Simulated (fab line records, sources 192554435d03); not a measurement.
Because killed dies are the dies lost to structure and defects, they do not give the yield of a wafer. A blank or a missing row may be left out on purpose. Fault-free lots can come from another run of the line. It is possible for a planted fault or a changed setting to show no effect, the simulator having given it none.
Chamber matching || flow n5_finfet || pecvd-01 running N5_BEOL_M14_DEP_53: 3 sister chambers
The step deposits SiCN from 3MS/NH3, target thk 50 nm, time 17.8 s. 3 wafers are shown with their chamber, then 8 later ones without.

WAFERS, EACH WITH ITS CHAMBER
{"wafer": "L088.1", "chamber": 0, "throttle_valve_pct (%)": 19.2}
{"wafer": "L088.4", "chamber": 1, "throttle_valve_pct (%)": 19.0}
{"wafer": "L090.2", "chamber": 2, "throttle_valve_pct (%)": 16.7}

WAFERS MISSING THEIR CHAMBER
{"wafer": "L090.4", "throttle_valve_pct (%)": 19.3}
{"wafer": "L090.5", "throttle_valve_pct (%)": 19.3}
{"wafer": "L097.4", "throttle_valve_pct (%)": 19.5}
{"wafer": "L097.5", "throttle_valve_pct (%)": 17.1}
{"wafer": "L097.6", "throttle_valve_pct (%)": 19.5}
{"wafer": "L092.1", "throttle_valve_pct (%)": 19.5}
{"wafer": "L092.3", "throttle_valve_pct (%)": 19.2}
{"wafer": "L092.5", "throttle_valve_pct (%)": 16.7}

CHAMBER TAKEN BY EACH
{"wafer": "L090.4", "from the rows above": "can't be placed: 0 or 1", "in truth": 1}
{"wafer": "L090.5", "from the rows above": "can't be placed: 0 or 1", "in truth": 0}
{"wafer": "L097.4", "from the rows above": "can't be placed: 0 or 1", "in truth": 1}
{"wafer": "L097.5", "from the rows above": 2, "in truth": 2}
{"wafer": "L097.6", "from the rows above": "can't be placed: 0 or 1", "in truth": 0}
{"wafer": "L092.1", "from the rows above": "can't be placed: 0 or 1", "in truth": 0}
{"wafer": "L092.3", "from the rows above": "can't be placed: 0 or 1", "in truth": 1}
{"wafer": "L092.5", "from the rows above": 2, "in truth": 2}
2 of 8 placed correctly. Not placeable from these rows: 6 (in 6, the candidates include the true chamber). Placed wrongly: 0.
How it was worked out, from the rows above alone: a wafer's distance from a chamber is the root of the sum, over the readings, of the square of ((its reading less the chamber's mean) divided by the reading's scatter). If the next closest chamber is less than 2 further off than the closest, the wafer can't be placed; otherwise it belongs to the closest. The mean given for a chamber averages the wafers shown for that chamber. The scatter: with one shown wafer a chamber, the root of the mean of the squares of how far each hidden wafer lies from its nearest shown one.
